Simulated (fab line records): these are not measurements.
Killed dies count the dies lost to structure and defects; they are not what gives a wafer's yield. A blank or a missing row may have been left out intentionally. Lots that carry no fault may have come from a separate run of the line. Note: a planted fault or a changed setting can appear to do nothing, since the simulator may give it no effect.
Comparing a struck lot with a sound one	flow n5Finfet	13 out of 1938 route steps
Sound: these wafers, L872.2, L872.4, L872.5. Wafers struck: L888.1, L888.5, L888.6. The cause is named last.
For every step that has rows: the tool of each side, followed by ch and its chambers, followed by its first start. Under that, the readings that differ: sound wafers	struck wafers	difference of the means	sigmas: that difference in standard deviations of wafers without a fault.
alike: words and numbers the same on both sides, and readings whose means are apart by under 2 such deviations; not compared: readings that were withheld, readings missing a value for some wafer, numbers with overlapping values and no deviation given by the record, and bounds like >300 which may hide the same value.
A row with sigmas, a row that says differs or no value, or rows on one side alone: a step with any of these is where the two part. Non-overlapping numbers with no deviation appear without sigmas and do not part them. A reading that every wafer of one side lacks parts them only if that side has two wafers or more.

first, 2 steps without rows for these wafers: N5_BEOL_M6_PRECLEAN_42 (cleans in residue remover, time 60 s); N5_BEOL_M6_SRD_43 (time 30 s).
N5_BEOL_M6_CD_MEAS_35: target cd 40 nm, target cd y 28 nm.
  sound on cdSem-03 at day 10 04:49; struck on cdSem-02 at day 13 17:56
  alike: cdNm
N5_BEOL_M6_CURE_75: cures SiCOH lowk, time 120 s.
  sound on uvCure-02 ch 1, day 10 04:55; struck on uvCure-03 ch 0, day 13 17:59
reading	sound	struck	difference	sigmas
wafer_temp_C_max	373.3 372.4 373.3	371.8 372.3 371.7	-1.1	-2
  alike: lampPowerPct
then, 1 step without rows for these wafers: N5_BEOL_M6_DEGAS_44 (time 60 s).
N5_BEOL_M6_PRE_CLEAN_45: time 30 s.
  sound on pvdSputter-02 at day 10 05:32; struck on pvdSputter-03 at day 13 19:47
  alike: heaterPowerW
then, 1 step without rows for these wafers: N5_BEOL_M6_ALD_77 (deposits TaN, target thk 2 nm, pulse time 2 s, purge time 3 s).
N5_BEOL_M6_SURFACE_TREAT_79:
  sound on pvdSputter-02 at day 10 05:58; struck on pvdSputter-01 at day 13 20:10
  not compared: throttleValvePct
then, 1 step without rows for these wafers: N5_BEOL_M6_CVD_78 (deposits Co from CCTBA/H2, target thk 2 nm, time 142.3 s).
N5_BEOL_M6_SPUTTER_48: material Cu, target thk 10 nm, time 1.667 s.
  sound on pvdSputter-02 at day 10 06:29; struck on pvdSputter-01 at day 13 20:31
  alike: throttleValvePct
then, 1 step without rows for these wafers: N5_BEOL_M6_ECD_50 (material Cu, target thk 300 nm).
N5_BEOL_M6_ANNEAL_51: time 90 s.
  sound on rtpAnneal-01 ch 0, day 10 06:53; struck on rtpAnneal-01 ch 0, day 13 20:53
  alike: wafer_temp_C_max
N5_BEOL_M6_CMP_52: polishes, stops on SiCOH lowk, t overpolish 6.9 s, target thk 80 nm.
  sound on cmp-04 ch 0,1,2, day 10 07:13; struck on cmp-04 ch 1,2,3, day 13 21:20
reading	sound	struck	difference	sigmas
barrierFieldEndpointS (s)	28.6 29.6 28.6	15.4 16.2 16.4	-12.9	-21
timeToEndpointS (s)	62.2 63.9 64.0	29.5 31.2 32.0	-32.5	-12
  alike: motorCurrentA, overpolishRunS, retainingRingPressureFrac

== WHERE THEY PART ==
First at N5_BEOL_M6_CURE_75; last, within this record, at N5_BEOL_M6_CMP_52.

WHY: the cause the simulator had injected
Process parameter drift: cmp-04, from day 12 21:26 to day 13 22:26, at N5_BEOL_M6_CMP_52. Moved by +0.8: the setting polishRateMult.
